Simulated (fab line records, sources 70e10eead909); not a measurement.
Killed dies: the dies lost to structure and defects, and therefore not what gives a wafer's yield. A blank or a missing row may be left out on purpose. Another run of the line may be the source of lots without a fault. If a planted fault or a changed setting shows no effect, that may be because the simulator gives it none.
fab line records -- flow nand_harc -- part 2 of 2: steps 29 to 43 of 43
[record] lots = 5, wafers = 15, last_day = 24
route steps=1159 shown HYBRID_BOND@1100 THIN_TSV@1101
lots with no fault: from the same line, run without faults
start_h: the number of hours between the record's first day and the start of the first shown wafer of the lot -- wait_h: how many hours have passed since the lot's step before this one -- " as in the row above -- L1.1+2: a row that stands for several wafers -- - value missing, or start not given -- * or withheld: withheld -- < > ~ a bound
route shown NAME@n: NAME is a module with steps in the file, n the number in the route of the first one -- usual: mean/standard deviation of fault-free wafers -- same: alike in all rows -- chamber/n: place in a boat -- sites: the reading at each site -- _std_site: how widely they spread, as a standard deviation -- _edge_site: mean of outer sites minus mean of inner sites -- radius_mm: how far each site lies from the wafer's centre -- mask NAME#n: copy n -- behind: the tool/chamber that last shaped the wafer -- hold: what put the lot on hold/how long, in hours/how the hold closed -- device: the transistor (n, p or np) that didn't switch -- end of line: the route-end tests of the same wafers -- for a step that has no rows: nothing shown but its recipe -- killed: count of dies lost to structure and defects at first sort (not the wafer's yield) -- map: dies across one wafer; x = killed, . = not, _ = none there
set.NAME: the setting the step ran with; set.NAME@STEP: the setting that earlier step ran with -- model.NAME: the simulator's own value behind a step, which no gauge read
certain route steps with their lots: each step a table, each wafer a row
services: a tool's chamber out of use, with start hour (start_h, from the record's first day; less than 0 if before it), hours out, and reason
[[steps]]
[step NHARC_THIN_TSV_PRE_CLEAN_50]
[recipe] time_s = 30, temp_c = 280, gas = H2/He
[usual] heater_power_w = 426/29
lot.wafer,tool,chamber,start_h,wait_h,heater_power_w
L074.3,pvd_sputter-03,-,-,-,485
L074.1,pvd_sputter-03,-,-,-,415
L074.5,pvd_sputter-03,-,-,-,406
L078.1,pvd_sputter-03,-,-,-,415
L078.2,pvd_sputter-03,-,-,-,463
L078.4,pvd_sputter-03,-,-,-,397
L082.2,pvd_sputter-03,-,-,-,411
L082.1,pvd_sputter-03,-,-,-,397
L082.6,pvd_sputter-03,-,-,-,426
L094.1,pvd_sputter-03,-,-,-,465
L094.4,pvd_sputter-03,-,-,-,433
L094.6,pvd_sputter-03,-,-,-,470
L093.1,pvd_sputter-02,-,-,-,394
L093.3,pvd_sputter-02,-,-,-,349
L093.6,pvd_sputter-02,-,-,-,390
[step NHARC_THIN_TSV_PVD_19]
[recipe] target_thk_a = 200, chamber_pressure_pa = 5, material = TaN
[usual] throttle_valve_pct = 30.0/0.73
lot.wafer,tool,chamber,start_h,wait_h,throttle_valve_pct
L074.1,pvd_sputter-03,-,-,-,30.8
L074.3,pvd_sputter-03,-,-,-,30.1
L074.5,pvd_sputter-03,-,-,-,30.2
L078.2,pvd_sputter-03,-,-,-,29.1
L078.4,pvd_sputter-03,-,-,-,30.3
L078.1,pvd_sputter-03,-,-,-,30.3
L082.1,pvd_sputter-03,-,-,-,30.1
L082.2,pvd_sputter-03,-,-,-,30.1
L082.6,pvd_sputter-03,-,-,-,30.4
L094.1,pvd_sputter-03,-,-,-,30.4
L094.4,pvd_sputter-03,-,-,-,29.1
L094.6,pvd_sputter-03,-,-,-,30.0
L093.1,pvd_sputter-02,-,-,-,29.1
L093.3,pvd_sputter-02,-,-,-,30.0
L093.6,pvd_sputter-02,-,-,-,29.2
[step NHARC_THIN_TSV_PVD_51]
[recipe] target_thk_a = 1000, chamber_pressure_pa = 5, material = Cu
[usual] throttle_valve_pct = 30.0/0.75
lot.wafer,tool,chamber,start_h,wait_h,throttle_valve_pct
L074.1,pvd_sputter-03,-,-,-,30.0
L074.3,pvd_sputter-03,-,-,-,30.7
L074.5,pvd_sputter-03,-,-,-,28.5
L078.1,pvd_sputter-03,-,-,-,30.4
L078.2,pvd_sputter-03,-,-,-,28.6
L078.4,pvd_sputter-03,-,-,-,30.9
L082.2,pvd_sputter-03,-,-,-,28.7
L082.1,pvd_sputter-03,-,-,-,30.3
L082.6,pvd_sputter-03,-,-,-,28.7
L094.4,pvd_sputter-03,-,-,-,28.8
L094.1,pvd_sputter-03,-,-,-,29.1
L094.6,pvd_sputter-03,-,-,-,28.7
L093.3,pvd_sputter-02,-,-,-,30.1
L093.1,pvd_sputter-02,-,-,-,29.7
L093.6,pvd_sputter-02,-,-,-,30.2
[step NHARC_THIN_TSV_ECD_20]
[recipe] target_thk_a = 20000, material = Cu
lot.wafer,tool,chamber,start_h,wait_h
L074.1+3+5,ecd_cu-02,"0,1,0",435.08,-
L078.2+1+4,ecd_cu-02,"0,1,1",436.35,-
L082.1+2+6,ecd_cu-01,"1,0,1",483.06,-
L094.1+4+6,ecd_cu-01,"0,1,0",540.68,-
L093.1+3+6,ecd_cu-01,0,552.45,-
[step NHARC_THIN_TSV_ANNEAL_52]
[recipe] temp_c = 225, time_s = 90
[usual] wafer_temp_C_max = 225.9/0.35
lot.wafer,tool,chamber,start_h,wait_h,wafer_temp_C_max
L074.1,rtp_anneal-02,0,435.72,0.5,225.8
L074.3,rtp_anneal-02,0,435.72,0.5,225.6
L074.5,rtp_anneal-02,0,435.72,0.5,225.9
L078.1,rtp_anneal-02,0,437.12,0.6,225.9
L078.2,rtp_anneal-02,0,437.12,0.6,225.7
L078.4,rtp_anneal-02,0,437.12,0.6,225.9
L082.1,rtp_anneal-01,0,483.78,0.6,226.1
L082.2,rtp_anneal-01,0,483.78,0.6,226.1
L082.6,rtp_anneal-01,0,483.78,0.6,226.5
L094.1,rtp_anneal-02,0,541.41,0.6,225.8
L094.4,rtp_anneal-02,0,541.41,0.6,225.5
L094.6,rtp_anneal-02,0,541.41,0.6,225.5
L093.1,rtp_anneal-02,0,553.07,0.5,225.5
L093.3,rtp_anneal-02,0,553.07,0.5,226.0
L093.6,rtp_anneal-02,0,553.07,0.5,225.3
[step NHARC_THIN_TSV_CMP_21]
[recipe] t_overpolish_s = 30, target_thk_nm = 2000
[usual] motor_current_A = 11.8/1, overpolish_run_s = 30.000/0.0088
lot.wafer,tool,chamber,start_h,wait_h,motor_current_A,overpolish_run_s
L074.1,cmp-03,1,436.15,-,13.0,30.017
L074.3,cmp-03,2,436.15,-,10.4,29.991
L074.5,cmp-03,0,436.15,-,12.6,30.005
L078.4,cmp-04,1,437.47,-,12.0,29.992
L078.2,cmp-04,2,437.47,-,12.1,29.991
L078.1,cmp-04,3,437.47,-,9.8,30.002
L082.1,cmp-04,3,484.12,-,10.6,29.990
L082.2,cmp-04,1,484.12,-,12.1,29.997
L082.6,cmp-04,3,484.12,-,9.8,29.999
L094.4,cmp-02,3,541.78,-,12.9,30.005
L094.1,cmp-02,1,541.78,-,12.3,29.990
L094.6,cmp-02,3,541.78,-,12.7,29.991
L093.1,cmp-04,2,553.48,-,12.6,29.993
L093.3,cmp-04,3,553.48,-,10.3,29.990
L093.6,cmp-04,1,553.48,-,12.1,29.996
[step NHARC_THIN_TSV_SRD_23]
lot.wafer,tool,chamber,start_h,wait_h
L074.1+3+5,wet_bench-10,"3,5,6",436.46,0.0
L078.2+1+4,wet_bench-08,"0,1,4",437.84,0.0
L082.1+6+2,wet_bench-10,"3,4,0",484.48,0.0
L094.6+1+4,wet_bench-08,"6,0,1",542.12,0.0
L093.1+6+3,wet_bench-08,"7,0,2",553.79,0.0
[step NHARC_THIN_TSV_DEGAS_53]
[recipe] temp_c = 300, time_s = 60
[usual] heater_power_w = 481/31
lot.wafer,tool,chamber,start_h,wait_h,heater_power_w
L074.1,pvd_sputter-03,-,436.54,0.1,464
L074.3,pvd_sputter-03,-,436.54,0.1,519
L074.5,pvd_sputter-03,-,436.54,0.1,517
L078.4,pvd_sputter-01,-,437.94,0.1,485
L078.2,pvd_sputter-01,-,437.94,0.1,477
L078.1,pvd_sputter-01,-,437.94,0.1,465
L082.1,pvd_sputter-01,-,484.59,0.1,463
L082.2,pvd_sputter-01,-,484.59,0.1,474
L082.6,pvd_sputter-01,-,484.59,0.1,474
L094.1,pvd_sputter-03,-,542.21,0.1,466
L094.4,pvd_sputter-03,-,542.21,0.1,523
L094.6,pvd_sputter-03,-,542.21,0.1,522
L093.1,pvd_sputter-02,-,553.89,0.1,440
L093.3,pvd_sputter-02,-,553.89,0.1,454
L093.6,pvd_sputter-02,-,553.89,0.1,440
[step NHARC_THIN_TSV_PRE_CLEAN_54]
[recipe] time_s = 30, temp_c = 280, gas = H2/He
[usual] heater_power_w = 421/29
lot.wafer,tool,chamber,start_h,wait_h,heater_power_w
L074.3,pvd_sputter-03,-,436.62,0.1,414
L074.1,pvd_sputter-03,-,436.62,0.1,445
L074.5,pvd_sputter-03,-,436.62,0.1,438
L078.1,pvd_sputter-01,-,438.01,0.0,418
L078.4,pvd_sputter-01,-,438.01,0.0,428
L078.2,pvd_sputter-01,-,438.01,0.0,405
L082.1,pvd_sputter-01,-,484.68,0.1,444
L082.2,pvd_sputter-01,-,484.68,0.1,416
L082.6,pvd_sputter-01,-,484.68,0.1,422
L094.4,pvd_sputter-03,-,542.30,0.1,407
L094.1,pvd_sputter-03,-,542.30,0.1,457
L094.6,pvd_sputter-03,-,542.30,0.1,402
L093.3,pvd_sputter-02,-,553.96,0.0,390
L093.1,pvd_sputter-02,-,553.96,0.0,349
L093.6,pvd_sputter-02,-,553.96,0.0,387
[step NHARC_THIN_TSV_PVD_55]
[recipe] target_thk_a = 500, material = TiN
lot.wafer,tool,chamber,start_h,wait_h
L074.1+3+5,pvd_sputter-03,-,436.72,0.1
L078.1+2+4,pvd_sputter-01,-,438.08,0.1
L082.1+2+6,pvd_sputter-01,-,484.75,0.1
L094.4+1+6,pvd_sputter-03,-,542.41,0.1
L093.3+1+6,pvd_sputter-02,-,554.03,0.1
[step NHARC_THIN_TSV_PVD_24]
[recipe] target_thk_a = 8000, power_w = withheld, chamber_pressure_pa = withheld, substrate_temp_c = withheld, time_s = withheld, gas = Ar, material = Al
lot.wafer,tool,chamber,start_h,wait_h
L074.1+3+5,pvd_sputter-03,-,436.85,0.1
L078.1+4+2,pvd_sputter-01,-,438.23,0.1
L082.2+1+6,pvd_sputter-01,-,484.99,0.2
L094.1+4+6,pvd_sputter-03,-,542.51,0.1
L093.3+1+6,pvd_sputter-02,-,554.24,0.2
[step NHARC_THIN_TSV_DEHYDRATE_25]
[recipe] temp_c = 150, time_s = 120
lot.wafer,tool,chamber,start_h,wait_h
L074.1+3+5,litho_track-07,0,437.26,-
L078.1+2+4,litho_track-02,0,438.65,-
L082.1+2+6,litho_track-02,0,485.29,-
L094.1+4+6,litho_track-05,0,542.95,-
L093.1+3+6,litho_track-05,0,554.59,-
[step NHARC_THIN_TSV_HMDS_26]
[recipe] time_s = 30
lot.wafer,tool,chamber,start_h,wait_h
L074.1+3+5,litho_track-07,0,-,-
L078.1+2+4,litho_track-02,0,-,-
L082.1+2+6,litho_track-02,0,-,-
L094.1+4+6,litho_track-05,0,-,-
L093.1+3+6,litho_track-05,0,-,-
[step NHARC_THIN_TSV_COAT_27]
[recipe] spin_rpm = *
lot.wafer,tool,chamber,start_h,wait_h
L074.1+3+5,litho_track-07,0,-,-
L078.1+2+4,litho_track-02,0,-,-
L082.1+2+6,litho_track-02,0,-,-
L094.1+4+6,litho_track-05,0,-,-
L093.1+3+6,litho_track-05,0,-,-
[step NHARC_THIN_TSV_SOFTBAKE_28]
[recipe] temp_c = 122, time_s = 95
lot.wafer,tool,chamber,start_h,wait_h
L074.1+3+5,litho_track-07,0,-,-
L078.1+2+4,litho_track-02,0,-,-
L082.1+2+6,litho_track-02,0,-,-
L094.1+4+6,litho_track-05,0,-,-
L093.1+3+6,litho_track-05,0,-,-
[[services]]
tool,chamber,start_h,hours,kind
wet_bench-08,-,406.40,8.0,pm
litho_track-05,-,412.00,7.0,pm
rie_diel-01,0,417.19,1.7,repair
grinder-01,-,420.86,2.0,repair
cmp-04,-,421.29,1.1,repair
wet_bench-10,-,423.24,8.0,pm
pvd_sputter-02,-,425.47,38.2,repair
cmp-04,-,427.32,1.1,repair
cmp-04,-,442.67,0.4,repair
rie_diel-01,0,443.66,13.7,repair
rie_diel-07,-,450.29,0.4,repair
plasma_asher-01,-,453.03,9.0,pm
rie_diel-01,1,457.88,3.1,repair
cmp-04,-,462.02,2.8,repair
wet_bench-10,-,469.35,1.4,repair
cmp-04,-,471.67,2.5,repair
pecvd-04,-,472.32,2.2,repair
rie_diel-01,-,491.80,9.0,pm
rie_diel-07,2,492.87,3.4,repair
pvd_sputter-03,-,498.34,10.0,pm
pvd_sputter-01,-,514.00,10.0,pm
litho_track-02,-,515.00,7.0,pm
pvd_sputter-02,-,533.30,3.0,repair
litho_track-07,-,539.01,7.0,pm
